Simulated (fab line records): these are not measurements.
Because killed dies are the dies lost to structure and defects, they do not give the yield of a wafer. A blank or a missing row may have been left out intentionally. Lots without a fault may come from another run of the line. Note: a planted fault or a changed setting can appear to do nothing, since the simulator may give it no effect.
Matching of chambers || flow n5Finfet || N5_BEOL_M1_DESCUM_16 on rieDiel-05 has 4 sister chambers
The step chemistry O2, time 7 s. 4 wafers are shown with their chamber, then 8 later ones without.

== WAFERS, EACH WITH ITS CHAMBER ==
{"wafer": "L080.1", "chamber": 3, "drypumpMotorCurrentA (A)": 6.3}
{"wafer": "L080.4", "chamber": 1, "drypumpMotorCurrentA (A)": 5.6}
{"wafer": "L086.2", "chamber": 2, "drypumpMotorCurrentA (A)": 6.5}
{"wafer": "L091.1", "chamber": 0, "drypumpMotorCurrentA (A)": 5.5}

== WAFERS WITH NO CHAMBER GIVEN ==
{"wafer": "L091.3", "drypumpMotorCurrentA (A)": 6.5}
{"wafer": "L091.4", "drypumpMotorCurrentA (A)": 6.4}
{"wafer": "L092.2", "drypumpMotorCurrentA (A)": 5.4}
{"wafer": "L092.4", "drypumpMotorCurrentA (A)": 5.6}
{"wafer": "L092.6", "drypumpMotorCurrentA (A)": 6.4}
{"wafer": "L095.1", "drypumpMotorCurrentA (A)": 6.5}
{"wafer": "L095.3", "drypumpMotorCurrentA (A)": 6.4}
{"wafer": "L095.4", "drypumpMotorCurrentA (A)": 5.6}

== EACH ONE'S CHAMBER ==
{"wafer": "L091.3", "from the rows above": 2, "in truth": 2}
{"wafer": "L091.4", "from the rows above": "can't be placed: 2 or 3", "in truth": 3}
{"wafer": "L092.2", "from the rows above": "can't be placed: 0 or 1", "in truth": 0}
{"wafer": "L092.4", "from the rows above": "can't be placed: 1 or 0", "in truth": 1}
{"wafer": "L092.6", "from the rows above": "can't be placed: 2 or 3", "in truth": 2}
{"wafer": "L095.1", "from the rows above": 2, "in truth": 2}
{"wafer": "L095.3", "from the rows above": "can't be placed: 2 or 3", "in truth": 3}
{"wafer": "L095.4", "from the rows above": "can't be placed: 1 or 0", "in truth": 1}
Correctly placed: 2 of 8. These rows do not allow placing 6 (true chamber among the candidates in 6). 0 placed wrongly.
How it was worked out, from the rows above alone: a wafer's distance from a chamber is the root of the sum, over the readings, of the square of ((its reading less the chamber's mean) divided by the reading's scatter). The wafer belongs to the nearest chamber; if the next one is less than 2 further off, it can't be placed. The mean given for a chamber averages the wafers shown for that chamber. The scatter (one wafer shown for each chamber): square how far every hidden wafer sits from the nearest shown wafer, average those squares and take the square root.
